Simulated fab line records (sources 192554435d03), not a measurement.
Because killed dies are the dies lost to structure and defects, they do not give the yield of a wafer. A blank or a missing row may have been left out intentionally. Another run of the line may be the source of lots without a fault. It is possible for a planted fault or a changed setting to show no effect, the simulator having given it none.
Matching of chambers | flow n5 finfet | rie diel-04 running N5_MOL_CONTACT_COAG_ETCHBACK_136: 4 sister chambers
The step etches SiO2 in CHF3, target depth 25 nm, time 16.7 s. 14 wafers are shown with their chamber, then 7 later ones without.

== WAFERS WITH THEIR CHAMBER ==
wafer  | chamber | rf vpp V (V) | drypump motor current A (A) | showerhead plenum p Torr (Torr)
L074.2 | 2       | 542          | 5.7                         | 2.32
L074.3 | 1       | 513          | 5.9                         | 2.47
L074.5 | 1       | 514          | 5.9                         | 2.47
L076.1 | 2       | 543          | 5.7                         | 2.32
L076.3 | 3       | 538          | 6.2                         | 2.33
L076.5 | 1       | 514          | 5.9                         | 2.47
L080.1 | 2       | 542          | 5.7                         | 2.32
L080.3 | 3       | 538          | 6.2                         | 2.33
L080.5 | 1       | 512          | 5.8                         | 2.46
L082.1 | 2       | 542          | 5.7                         | 2.31
L082.2 | 3       | 538          | 6.2                         | 2.33
L082.3 | 1       | 513          | 5.8                         | 2.46
L090.1 | 0       | 549          | 6.7                         | 2.46
L090.2 | 2       | 543          | 5.7                         | 2.31

SIGNATURES, as means of the wafers listed above
reading                  | chamber 0 | chamber 1 | chamber 2 | chamber 3 | scatter within a chamber
rf vpp V                 | 549.00    | 513.20    | 542.40    | 538.00    | 0.632
drypump motor current A  | 6.700     | 5.860     | 5.700     | 6.200     | 0.0346
showerhead plenum p Torr | 2.4600    | 2.4660    | 2.3160    | 2.3300    | 0.0049
Rule: a wafer's distance from a chamber is the root of the sum, over the readings, of the square of ((its reading less the chamber's mean) divided by the reading's scatter). The wafer belongs to the nearest chamber; if the next one is less than 2 further off, it can't be placed. The scatter: the root of (the sum of the squares of (reading less its chamber's mean) over the shown wafers, divided by (wafers less chambers)).

== WAFERS WITH NO CHAMBER GIVEN ==
wafer  | rf vpp V (V) | drypump motor current A (A) | showerhead plenum p Torr (Torr)
L090.5 | 543          | 5.7                         | 2.31
L091.2 | 537          | 6.2                         | 2.32
L091.3 | 543          | 5.6                         | 2.31
L091.4 | 549          | 6.7                         | 2.46
L092.2 | 539          | 6.2                         | 2.32
L092.5 | 539          | 6.2                         | 2.32
L092.6 | 542          | 5.7                         | 2.31

== EACH ONE'S CHAMBER ==
wafer  | from the rows above | in truth
L090.5 | 2                   | 2
L091.2 | 3                   | 3
L091.3 | 2                   | 2
L091.4 | 0                   | 0
L092.2 | 3                   | 3
L092.5 | 3                   | 3
L092.6 | 2                   | 2
Placed correctly: 7 of 7. Number that these rows cannot place: 0. Wrongly placed: 0.
